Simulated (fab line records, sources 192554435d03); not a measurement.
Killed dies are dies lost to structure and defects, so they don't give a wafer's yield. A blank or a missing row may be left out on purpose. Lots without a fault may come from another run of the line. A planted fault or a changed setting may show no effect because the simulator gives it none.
Problem report in the 8D (eight disciplines) form, filled by code | flow n5_finfet | the parts of the form that need people (team, actions taken, sign-off) are left out

1. THE PROBLEM
spin_speed_rpm at N5_BEOL_M10_COAT_59 reads a mean of 1705.8 rpm on 6 wafers of 2 lots; wafers without a fault read 1500.0 rpm with a standard deviation of 1. That is +99 or more standard deviations from the usual mean.
The step: time 60 s, resist thk 100 nm.
First seen on wafer L403.1, day 12 13:29, on litho_track-04. The record holds 12 wafers of 4 lots with a number at this step. Rule for "out", or "out of limits": more than 4 standard deviations from the usual mean. The other wafers with a number count as sound.

2. WHAT IT IS AND WHAT IT IS NOT
question                    | is                     | is not
which readings at this step | spin_speed_rpm         | chill_plate_temp_C
which lots                  | L403, L406             | L394, L414
which wafers of those lots  | all that have a number | -
read on which tools         | litho_track-04         | litho_track-01
when                        | from day 12 13:29      | up to then (3 sound wafers); but 3 sound wafers of L414 came after

3. SUSPECTS, AND WHAT RULES EACH OUT
Counting: a tool at a process step up to the reading stays a suspect if it ran every lot that is out and no sound lot after the first of them.
- litho_track-04 at N5_BEOL_M10_COAT_59 (time 60 s, resist thk 100 nm): kept. It ran every lot that is out, first L403 (day 12 13:29), and no sound lot after that; its last sound lot up to then is L394 (day 9 16:52). Its own readings are out on those wafers: spin_speed_rpm.
Left after counting: litho_track-04 at N5_BEOL_M10_COAT_59.

4. THE CAUSE (what the simulator had put in)
Process parameter drift: litho_track-04, from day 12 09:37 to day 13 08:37, at N5_BEOL_M10_COAT_59. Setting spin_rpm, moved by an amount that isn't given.
Counting left only this tool.

5. THE CHAIN OF EFFECTS, in route order
Each row: a reading whose mean over the struck wafers that have a number lies more than 3 standard deviations from the usual. Only readings for which the record gives a usual standard deviation are gone through. hours: the time from each lot's start at the first step in this table that gives one to its start at this step, as a median over the lots. sigmas: the change in usual standard deviations.
hours | step                | reading        | usual      | on struck wafers | change | sigmas
0     | N5_BEOL_M10_COAT_59 | spin_speed_rpm | 1500.0 rpm | 1705.8           | +205.8 | +99 or more
The process steps in it:
- N5_BEOL_M10_COAT_59: time 60 s, resist thk 100 nm.

6. WHAT WOULD HAVE CAUGHT IT SOONER
In this record the first reading out of limits was taken at day 12 13:29, 4 hours after the fault began at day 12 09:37.
